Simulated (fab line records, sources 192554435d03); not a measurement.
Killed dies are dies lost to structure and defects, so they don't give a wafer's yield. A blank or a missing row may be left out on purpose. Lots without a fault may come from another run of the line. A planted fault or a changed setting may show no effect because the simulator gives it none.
fab line records | flow n5_finfet
record lots=12 wafers=36 last_day=20
route steps=1938 shown PMOS_HMC_CHANNEL_EPI@57 FIN_SAQP@96
lots that met no fault: from a run of the same line without faults
start_h: hours from the record's first day to the start of the lot's first wafer shown | wait_h: hours since the lot's step before | " the same as in the row above | L1.1+2: a row that stands for several wafers | - no value, or no start given | * or withheld: withheld | < > ~ a bound
route shown NAME@n: a module of which the file shows steps, and the number in the route of the first | usual: mean/standard deviation of fault-free wafers | same: alike in all rows | chamber/n: place in a boat | sites: the reading at each site | _std_site: their standard deviation | _edge_site: outer sites' mean less inner sites' | radius_mm: how far each site lies from the wafer's centre | mask NAME#n: copy n | behind: the tool/chamber that last shaped the wafer | hold: why the lot was held/for how many hours/how that ended | device: the transistor (n, p or np) that didn't switch | end of line: the same wafers' tests at the end of the route | a step without rows: its recipe alone | killed: dies lost to structure and defects at the first sort, not the wafer's yield | map: a wafer's dies, x killed, . not, _ none there
set.NAME: the setting as run; set.NAME@STEP: as run at that earlier step | model.NAME: the simulator's own value behind a step, which no gauge read
steps of the route over a sample of lots; a table a step, a row a wafer
services: from which hour (start_h, from the record's first day; less than 0 if before it) a tool's chamber was out of use, for how many hours, and why
## steps
# step N5_PMOS_HMC_CHANNEL_EPI_HM_DEP_34
# recipe material=SiO2 target_thk_a=360 temp_c=400 precursor=TEOS/O2 pressure_torr=6.5 rf_w=900 teos_flow_sccm=161.4 gas=O2 flow_sccm=2650 time_s=6.9
# usual heater_power_w=530/62 rf_fwd_power_W=888/4.7 showerhead_plenum_p_Torr=8.33/0.03 throttle_valve_pct=18.7/0.68
# columns lot.wafer tool chamber start_h wait_h heater_power_w rf_fwd_power_W showerhead_plenum_p_Torr throttle_valve_pct
L660.1 pecvd-04 1 23.22 0.0 477 885 8.37 17.7
L660.4 " 0 " " 524 896 8.37 19.1
L660.5 " 1 " " 482 885 8.34 17.8
L662.1 pecvd-02 1 34.66 0.0 422 889 8.34 18.1
L662.4 " 0 " " 589 885 8.39 18.3
L662.5 " 1 " " 419 887 8.32 18.2
L664.4 pecvd-04 1 46.97 0.0 522 887 8.34 17.8
L664.5 " 0 " " 545 888 8.39 19.3
L664.6 " 2 " " 667 893 8.31 18.5
L665.2 pecvd-04 0 53.03 0.0 550 893 8.35 19.2
L665.3 " 0 " " 538 892 8.38 19.1
L665.6 " 0 " " 536 895 8.36 19.1
L667.1 pecvd-04 0 65.19 0.0 542 889 8.39 19.5
L667.5 " 0 " " 544 892 8.37 19.2
L667.6 " 1 " " 448 884 8.35 17.5
L675.1 pecvd-03 2 112.97 0.0 500 879 8.31 20.0
L675.5 " 2 " " 509 882 8.30 19.8
L675.6 " 1 " " 584 889 8.31 18.3
L676.2 pecvd-03 1 119.07 0.0 579 886 8.30 17.8
L676.3 " 2 " " 495 886 8.29 19.7
L676.4 " 1 " " 586 889 8.31 18.1
L677.2 pecvd-04 1 125.21 0.0 455 887 8.34 17.6
L677.4 " 1 " " 440 889 8.34 17.9
L677.5 " 2 " " 568 891 8.32 19.0
L678.2 pecvd-03 0 130.86 0.0 433 896 8.34 19.2
L678.3 " 2 " " 521 882 8.31 19.8
L678.4 " 1 " " 483 888 8.30 17.9
L679.2 pecvd-03 2 136.82 0.0 493 881 8.27 19.8
L679.4 " 2 " " 492 879 8.32 19.7
L679.5 " 1 " " 541 890 8.30 18.3
L681.2 pecvd-03 2 149.89 0.0 505 884 8.31 19.6
L681.4 " 0 " " 481 895 8.35 19.2
L681.6 " 1 " " 529 889 8.30 17.9
L682.1 pecvd-04 0 159.09 0.0 560 891 8.39 19.4
L682.2 " 1 " " 563 886 8.35 17.9
L682.5 " 1 " " 575 886 8.35 17.9
# step N5_PMOS_HMC_CHANNEL_EPI_THK_MEAS_22
# recipe reads=SiGe30_of_PMOS_HMC_CHANNEL_EPI_EPI_20
# usual HMC_CMP_THK=53.6/0.6
# columns lot.wafer tool chamber start_h wait_h HMC_CMP_THK[nm]
L660.1 film_metro-01 - 25.97 - 55.0
L660.4 " - " " 55.0
L660.5 " - " " 54.5
L662.1 film_metro-02 - 37.47 - 53.5
L662.4 " - " " 52.9
L662.5 " - " " 53.6
L664.4 film_metro-02 - 49.80 - 54.0
L664.5 " - " " 52.9
L664.6 " - " " 53.0
L665.2 film_metro-01 - 56.06 - 54.0
L665.3 " - " " 53.4
L665.6 " - " " 52.9
L667.1 film_metro-01 - 68.23 - 52.6
L667.5 " - " " 53.2
L667.6 " - " " 52.5
L675.1 film_metro-01 - 116.67 - 53.0
L675.5 " - " " 53.5
L675.6 " - " " 53.2
L676.2 film_metro-01 - 121.84 - 53.8
L676.3 " - " " 52.8
L676.4 " - " " 53.1
L677.2 film_metro-01 - 127.85 - 53.8
L677.4 " - " " 53.5
L677.5 " - " " 53.5
L678.2 film_metro-02 - 133.61 - 54.4
L678.3 " - " " 54.0
L678.4 " - " " 53.8
L679.2 film_metro-01 - 140.76 - 54.4
L679.4 " - " " 54.7
L679.5 " - " " 53.7
L681.2 film_metro-02 - 152.54 - 53.0
L681.4 " - " " 53.9
L681.6 " - " " 53.3
L682.1 film_metro-02 - 161.84 - 52.6
L682.2 " - " " 53.1
L682.5 " - " " 53.1
# step N5_FIN_SAQP_HM_DEP_03
# recipe material=SiNx target_thk_a=380 temp_c=400 precursor=SiH4/NH3/N2 pressure_torr=1.5 rf_w=300 time_s=33.6
# usual heater_power_w=737/46 rf_fwd_power_W=298.0/1.2 showerhead_plenum_p_Torr=5.11/0.048 throttle_valve_pct=40.6/2.3
# columns lot.wafer tool chamber start_h wait_h heater_power_w rf_fwd_power_W showerhead_plenum_p_Torr throttle_valve_pct
L660.1 pecvd-01 0 26.99 0.2 738 299.7 5.11 39.8
L660.4 " 0 " " 759 299.2 5.12 39.4
L660.5 " 0 " " 737 298.2 5.10 39.4
L662.1 pecvd-01 0 38.63 0.2 748 296.5 5.12 39.6
L662.4 " 0 " " 749 297.5 5.12 39.9
L662.5 " 0 " " 737 297.8 5.11 39.8
L664.4 pecvd-03 1 50.86 0.1 749 297.2 5.06 38.6
L664.5 " 0 " " 750 297.8 5.12 40.3
L664.6 " 2 " " 720 296.1 5.06 42.2
L665.2 pecvd-04 2 57.27 0.3 849 296.8 5.11 40.3
L665.3 " 0 " " 731 297.2 5.21 41.0
L665.6 " 0 " " 735 298.8 5.22 41.0
L667.1 pecvd-03 1 69.43 0.3 785 297.3 5.07 38.7
L667.5 " 0 " " 684 297.4 5.13 40.2
L667.6 " 1 " " 786 298.5 5.07 38.8
L675.1 pecvd-01 0 117.73 0.2 720 298.5 5.11 40.0
L675.5 " 1 " " 759 296.6 5.09 45.8
L675.6 " 0 " " 744 298.1 5.11 40.0
L676.2 pecvd-01 2 122.87 0.2 718 297.9 5.20 37.2
L676.3 " 1 " " 805 297.0 5.10 45.6
L676.4 " 2 " " 720 297.1 5.20 37.5
L677.2 pecvd-01 2 128.87 0.2 653 299.3 5.21 37.4
L677.4 " 2 " " 657 298.1 5.20 37.3
L677.5 " 0 " " 646 296.6 5.12 40.1
L678.2 pecvd-04 2 134.87 0.2 734 298.6 5.09 40.8
L678.3 " 1 " " 778 298.7 5.15 37.8
L678.4 " 0 " " 638 299.3 5.21 41.2
L679.2 pecvd-04 2 141.79 0.2 823 297.7 5.09 40.7
L679.4 " 0 " " 709 297.4 5.21 41.1
L679.5 " 2 " " 801 297.6 5.08 40.7
L681.2 pecvd-03 1 153.83 0.2 776 296.8 5.08 38.5
L681.4 " 2 " " 754 297.4 5.07 42.3
L681.6 " 0 " " 693 299.3 5.13 40.9
L682.1 pecvd-03 0 162.94 0.2 710 298.4 5.13 41.0
L682.2 " 1 " " 673 299.9 5.07 38.5
L682.5 " 2 " " 723 296.3 5.07 42.1
# step N5_FIN_SAQP_COAT_49
# recipe resist=SOC temp_c=250 time_s=60 spin_rpm=1500 resist_thk_nm=100
# usual heater_power_total_W=500.5/1.8 run_length_s=66.20/0.13
# columns lot.wafer tool chamber start_h wait_h heater_power_total_W run_length_s
L660.1 litho_track-04 0 27.52 0.1 502.2 66.28
L660.4 " 0 " " 503.0 66.22
L660.5 " 0 " " 499.0 66.09
L662.1 litho_track-04 0 39.10 0.1 500.1 66.29
L662.4 " 0 " " 502.9 66.17
L662.5 " 0 " " 500.2 66.18
L664.4 litho_track-05 0 51.26 0.1 499.2 65.99
L664.5 " 0 " " 503.4 66.07
L664.6 " 0 " " 500.1 66.10
L665.2 litho_track-05 0 57.68 0.1 552.1 57.03
L665.3 " 0 " " 499.7 66.16
L665.6 " 0 " " 554.1 56.73
L667.1 litho_track-05 0 69.84 0.1 498.1 66.02
L667.5 " 0 " " 501.1 66.15
L667.6 " 0 " " 557.2 56.73
L675.1 litho_track-04 0 118.20 0.1 498.0 66.37
L675.5 " 0 " " 499.4 66.13
L675.6 " 0 " " 498.2 66.16
L676.2 litho_track-03 0 123.28 0.1 499.5 66.23
L676.3 " 0 " " 501.5 66.26
L676.4 " 0 " " 498.4 66.38
L677.2 litho_track-04 0 129.28 0.1 500.1 66.19
L677.4 " 0 " " 501.3 66.13
L677.5 " 0 " " 497.2 66.05
L678.2 litho_track-05 0 135.29 0.1 497.7 66.15
L678.3 " 0 " " 497.5 66.12
L678.4 " 0 " " 502.1 66.21
L679.2 litho_track-04 0 142.20 0.1 502.2 66.46
L679.4 " 0 " " 502.2 66.14
L679.5 " 0 " " 501.1 66.28
L681.2 litho_track-05 0 154.24 0.1 499.7 66.08
L681.4 " 0 " " 499.4 66.14
L681.6 " 0 " " 502.0 66.22
L682.1 litho_track-05 0 163.34 0.1 497.4 66.01
L682.2 " 0 " " 502.3 66.19
L682.5 " 0 " " 499.4 66.00
## services
# columns tool chamber start_h hours kind
pecvd-01 2 21.12 - clean
pecvd-01 2 21.12 - consumable_replace:showerhead
pecvd-01 2 21.12 29.0 scheduled_down
pecvd-01 2 21.12 29.0 vent_cycle
pecvd-03 1 23.26 4.8 repair
pecvd-02 2 26.02 1.9 repair
pecvd-01 1 35.88 2.1 scheduled_down
pecvd-04 1 48.46 5.0 repair
pecvd-02 1 51.70 2.1 scheduled_down
pecvd-03 - 57.65 0.5 repair
pecvd-04 1 72.43 2.1 scheduled_down
pecvd-01 2 87.25 2.8 repair
pecvd-02 - 100.63 55.4 repair
pecvd-03 2 102.20 5.0 scheduled_down
pecvd-01 2 110.55 7.9 repair
pecvd-03 0 112.17 8.8 repair
litho_track-04 - 116.48 - consumable_replace:filter
litho_track-04 - 127.60 - consumable_replace:filter
pecvd-01 1 155.91 5.5 scheduled_down
## key
first_sign step=N5_FIN_SAQP_COAT_49 reading=run_length_s direction=down sigmas=72 usual=* struck=*
effect step=N5_FIN_SAQP_COAT_49 reading=heater_power_total_W direction=up sigmas=30 usual=* struck=*
met_at N5_FIN_SAQP_COAT_49
struck_lots L665,L667
struck_wafers L665.2,L665.6,L667.6
tester_left_out L665,L667
not_acting_at N5_PMOS_HMC_CHANNEL_EPI_HM_DEP_34,N5_PMOS_HMC_CHANNEL_EPI_THK_MEAS_22,N5_FIN_SAQP_HM_DEP_03
onset_between 51.26 57.68
fault kind=process_parameter_drift tool=litho_track-05 chamber=- onset_h=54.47 steps=N5_FIN_SAQP_COAT_49 channel=time_s offset=* shape=step end_h=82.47 scope=struck_wafers_only acts_in=* stated=*
# tester_left_out: of these lots the tester's yield and bins aren't shown, on N5 and GAA mostly nor the transistor test; their killed dies are dies lost to structure and defects alone, not to doping, threshold or leakage, so they don't give the yield
